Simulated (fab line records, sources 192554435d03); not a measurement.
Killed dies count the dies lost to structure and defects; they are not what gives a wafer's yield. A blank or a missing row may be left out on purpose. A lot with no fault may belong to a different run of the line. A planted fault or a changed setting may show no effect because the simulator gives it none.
Matching of chambers || flow n5-finfet || rie-diel-05 running N5_FIN_CUT_STRIP_22: 4 sister chambers
The step strips in N2/H2. 8 wafers are shown with their chamber, then 9 later ones without.

## WAFERS PAIRED WITH THEIR CHAMBERS
{"wafer": "L083.4", "chamber": 0, "showerhead-plenum-p-Torr (Torr)": 3.51, "throttle-valve-pct (%)": 18.47}
{"wafer": "L085.5", "chamber": 3, "showerhead-plenum-p-Torr (Torr)": 3.52, "throttle-valve-pct (%)": 18.47}
{"wafer": "L087.4", "chamber": 3, "showerhead-plenum-p-Torr (Torr)": 3.52, "throttle-valve-pct (%)": 18.42}
{"wafer": "L087.5", "chamber": 1, "showerhead-plenum-p-Torr (Torr)": 3.36, "throttle-valve-pct (%)": 18.17}
{"wafer": "L087.6", "chamber": 0, "showerhead-plenum-p-Torr (Torr)": 3.51, "throttle-valve-pct (%)": 18.47}
{"wafer": "L088.1", "chamber": 2, "showerhead-plenum-p-Torr (Torr)": 3.30, "throttle-valve-pct (%)": 18.73}
{"wafer": "L088.4", "chamber": 1, "showerhead-plenum-p-Torr (Torr)": 3.35, "throttle-valve-pct (%)": 18.24}
{"wafer": "L088.6", "chamber": 2, "showerhead-plenum-p-Torr (Torr)": 3.30, "throttle-valve-pct (%)": 18.74}

## WAFERS WITH NO CHAMBER GIVEN
{"wafer": "L093.2", "showerhead-plenum-p-Torr (Torr)": 3.51, "throttle-valve-pct (%)": 18.48}
{"wafer": "L093.3", "showerhead-plenum-p-Torr (Torr)": 3.30, "throttle-valve-pct (%)": 18.75}
{"wafer": "L093.4", "showerhead-plenum-p-Torr (Torr)": 3.30, "throttle-valve-pct (%)": 18.76}
{"wafer": "L095.1", "showerhead-plenum-p-Torr (Torr)": 3.35, "throttle-valve-pct (%)": 18.24}
{"wafer": "L095.3", "showerhead-plenum-p-Torr (Torr)": 3.30, "throttle-valve-pct (%)": 18.72}
{"wafer": "L095.6", "showerhead-plenum-p-Torr (Torr)": 3.51, "throttle-valve-pct (%)": 18.47}
{"wafer": "L096.2", "showerhead-plenum-p-Torr (Torr)": 3.50, "throttle-valve-pct (%)": 18.47}
{"wafer": "L096.4", "showerhead-plenum-p-Torr (Torr)": 3.50, "throttle-valve-pct (%)": 18.50}
{"wafer": "L096.6", "showerhead-plenum-p-Torr (Torr)": 3.34, "throttle-valve-pct (%)": 18.22}

## THE CHAMBER EACH PASSED THROUGH
{"wafer": "L093.2", "from the rows above": 0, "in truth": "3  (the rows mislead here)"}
{"wafer": "L093.3", "from the rows above": 2, "in truth": 2}
{"wafer": "L093.4", "from the rows above": 2, "in truth": 2}
{"wafer": "L095.1", "from the rows above": 1, "in truth": 1}
{"wafer": "L095.3", "from the rows above": 2, "in truth": 2}
{"wafer": "L095.6", "from the rows above": 0, "in truth": 0}
{"wafer": "L096.2", "from the rows above": 0, "in truth": 0}
{"wafer": "L096.4", "from the rows above": 0, "in truth": 0}
{"wafer": "L096.6", "from the rows above": 1, "in truth": 1}
Correctly placed: 8 of 9. Left unplaced by these rows: 0. Number placed wrongly: 1.
How it was worked out, from the rows above alone: a wafer's distance from a chamber is the root of the sum, over the readings, of the square of ((its reading less the chamber's mean) divided by the reading's scatter). If the next closest chamber is less than 2 further off than the closest, the wafer can't be placed; otherwise it belongs to the closest. The mean given for a chamber averages the wafers shown for that chamber. The scatter: take each reading less its chamber's mean, square it, sum over the shown wafers, divide by the number of wafers less the number of chambers, and take the root.
